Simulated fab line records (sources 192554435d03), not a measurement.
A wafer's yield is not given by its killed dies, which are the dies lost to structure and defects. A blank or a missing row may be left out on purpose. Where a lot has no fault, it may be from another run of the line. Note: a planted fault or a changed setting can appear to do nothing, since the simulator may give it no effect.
Chamber matching | flow n5-finfet | 3 sister chambers for N5_FIN_SAQP_HM_DEP_72 on pecvd-03
The step deposits SiO2 from SiH4/N2O, target thk 12 nm, time 7.2 s. 6 wafers are shown with their chamber, then 7 later ones without.

== EACH WAFER AND ITS CHAMBER ==
wafer  | chamber | showerhead-plenum-p-Torr (Torr) | heater-power-outer-w (W)
L081.4 | 2       | 8.08                            | 439
L085.1 | 2       | 8.09                            | 480
L085.2 | 1       | 7.89                            | 419
L085.6 | 0       | 8.15                            | 512
L086.3 | 0       | 8.14                            | 487
L086.5 | 1       | 7.91                            | 343

== WAFERS MISSING THEIR CHAMBER ==
wafer  | showerhead-plenum-p-Torr (Torr) | heater-power-outer-w (W)
L086.6 | 8.07                            | 467
L088.2 | 7.86                            | 431
L088.5 | 7.89                            | 438
L088.6 | 8.10                            | 524
L089.1 | 7.87                            | 426
L089.2 | 8.14                            | 507
L089.3 | 8.07                            | 497

== WHICH CHAMBER EACH WENT THROUGH ==
wafer  | from the rows above | in truth
L086.6 | 2                   | 2
L088.2 | 1                   | 1
L088.5 | 1                   | 1
L088.6 | 2                   | 2
L089.1 | 1                   | 1
L089.2 | 0                   | 0
L089.3 | 2                   | 2
7 of 7 placed correctly. From these rows, 0 cannot be placed. Placed wrongly: 0.
How it was worked out, from the rows above alone: a wafer's distance from a chamber is the root of the sum, over the readings, of the square of ((its reading less the chamber's mean) divided by the reading's scatter). If the next closest chamber is less than 2 further off than the closest, the wafer can't be placed; otherwise it belongs to the closest. For every chamber, the mean is computed from those of its wafers that are shown. How the scatter is found: for the shown wafers, subtract from each reading the mean of its chamber, square and add these, divide the total by (wafers less chambers), then take the root.
